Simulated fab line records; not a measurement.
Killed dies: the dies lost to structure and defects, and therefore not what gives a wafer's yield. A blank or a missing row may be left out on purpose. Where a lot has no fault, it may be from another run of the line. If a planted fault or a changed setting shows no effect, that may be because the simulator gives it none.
Matching of chambers    flow nandHarc    NHARC_A_SLIT_DESCUM_14 on rieDiel-13: 4 sister chambers
The step chemistry O2, time 3 s. 20 wafers are shown with their chamber, then 10 later ones without.

== EACH WAFER AND ITS CHAMBER ==
wafer   chamber  showerheadPlenumPTorr (Torr)  drypumpMotorCurrentA (A)  throttleValvePct (%)
L076.1  0        1.96                          5.3                       11.307
L076.4  2        2.05                          5.4                       11.299
L076.6  2        2.05                          5.4                       11.302
L077.4  0        1.96                          5.2                       11.309
L077.5  3        1.82                          6.5                       11.324
L077.6  2        2.05                          5.4                       11.313
L079.2  2        2.05                          5.4                       11.310
L079.3  0        1.95                          5.2                       11.321
L079.6  0        1.96                          5.2                       11.322
L080.1  0        1.95                          5.3                       11.310
L080.4  1        1.89                          5.8                       11.306
L080.6  0        1.96                          5.2                       11.316
L082.1  2        2.05                          5.4                       11.302
L082.2  3        1.82                          6.5                       11.316
L082.4  0        1.95                          5.3                       11.323
L087.2  0        1.95                          5.3                       11.319
L087.3  1        1.89                          5.7                       11.303
L087.5  0        1.95                          5.3                       11.312
L088.2  2        2.05                          5.4                       11.303
L088.3  0        1.95                          5.2                       11.312

SIGNATURES (averages over the wafers above)
reading                chamber 0  chamber 1  chamber 2  chamber 3  scatter within a chamber
showerheadPlenumPTorr  1.9540     1.8900     2.0500     1.8200     0.00387
drypumpMotorCurrentA   5.250      5.750      5.400      6.500      0.0433
throttleValvePct       11.31510   11.30450   11.30483   11.32000   0.00555
Rule: for each reading, subtract the chamber's mean from the wafer's reading, divide by that reading's scatter and square the result; add these up over the readings and take the root, which gives the wafer's distance from the chamber. If the next closest chamber is less than 2 further off than the closest, the wafer can't be placed; otherwise it belongs to the closest. The scatter is the square root of a quotient: the sum, over the shown wafers, of each reading's squared deviation from its chamber's mean, divided by wafers minus chambers.

== WAFERS WITHOUT THEIR CHAMBER ==
wafer   showerheadPlenumPTorr (Torr)  drypumpMotorCurrentA (A)  throttleValvePct (%)
L088.6  2.05                          5.4                       11.322
L093.1  1.95                          5.2                       11.314
L093.5  2.05                          5.4                       11.313
L093.6  1.89                          5.7                       11.300
L094.2  1.95                          5.2                       11.318
L094.3  1.82                          6.4                       11.322
L094.5  1.82                          6.5                       11.290
L096.1  1.82                          6.5                       11.319
L096.3  2.05                          5.4                       11.312
L096.5  2.05                          5.4                       11.312

== EACH ONE'S CHAMBER ==
wafer   from the rows above  in truth
L088.6  2                    2
L093.1  0                    0
L093.5  2                    2
L093.6  1                    1
L094.2  0                    0
L094.3  3                    3
L094.5  3                    3
L096.1  3                    3
L096.3  2                    2
L096.5  2                    2
Placed correctly: 10 of 10. Not placeable from these rows: 0. Wrongly placed: 0.
